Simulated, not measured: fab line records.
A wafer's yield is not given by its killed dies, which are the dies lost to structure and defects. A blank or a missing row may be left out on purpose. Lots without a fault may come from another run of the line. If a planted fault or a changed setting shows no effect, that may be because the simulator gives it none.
Shared-tool check / flow nand-harc / 1 lot, 3 wafers sampled

WHY THIS WAS OPENED
At NHARC_END_SORT_01 the reading killed-at-periphery is flagged on 1 of 1 lot. No-fault wafers: 2.9, standard deviation 2.2.
Rule: a lot is flagged when every wafer of it that has a number lies more than 4 standard deviations from that mean, or none has a number. The rest of the lots are taken to be sound.

lot=L869; measured=day 23 07:44; on=prober-01; killed-at-periphery, wafer by wafer=633 631 626; flag=FLAGGED
Averaged over the flagged lots the numbers come to 630.0, +627.1 from the usual (+99 or more standard deviations).

TOOL THAT RAN EACH LOT
Before the reading, the record contains 2 process steps out of a 1159-step route. Each cell gives the tool, then ch followed by the chambers the sampled wafers passed through, then the start.
lot=L869; flag=FLAGGED; NHARC_P_ZERO_WELL_EXPOSE_21=krf-scanner-01 ch 0, day 5 14:27; NHARC_P_GATE_ETCH_104=no row
What these steps do:
- NHARC_P_ZERO_WELL_EXPOSE_21: exposes mask P NWELL, target cd 720 nm.
- NHARC_P_GATE_ETCH_104: etches the open film in CF4/CHF3, target depth 60 nm.
- NHARC_END_SORT_01

FLAGGED OVER TOTAL, TOOL BY TOOL (the gauges that took the reading come last)
step=NHARC_P_ZERO_WELL_EXPOSE_21; tool=krf-scanner-01; lots run=1; flagged=1; share of the flagged lots=all; sound lots run after its first flagged lot=0
step=NHARC_END_SORT_01; tool=prober-01; lots run=1; flagged=1; share of the flagged lots=all; sound lots run after its first flagged lot=0

WHAT THE TABLE PERMITS
Every flagged lot went through 2 rows of the table: krf-scanner-01 at NHARC_P_ZERO_WELL_EXPOSE_21 and prober-01 at NHARC_END_SORT_01.
- krf-scanner-01 at NHARC_P_ZERO_WELL_EXPOSE_21: 1 of its 1 lot flagged. Because this sample shows no sound lot run on it before its first flagged lot, the start cannot be pinned down more closely.
- prober-01 at NHARC_END_SORT_01: 1 of its 1 lot flagged. Because this sample shows no sound lot run on it before its first flagged lot, the start cannot be pinned down more closely.
These 2 tools cannot be told apart by counting lots, since each of them fits a fault that started at some hour. More lots, or a look at what each step does to the wafer, might.

WHAT HAD BEEN PUT IN BY THE SIMULATOR
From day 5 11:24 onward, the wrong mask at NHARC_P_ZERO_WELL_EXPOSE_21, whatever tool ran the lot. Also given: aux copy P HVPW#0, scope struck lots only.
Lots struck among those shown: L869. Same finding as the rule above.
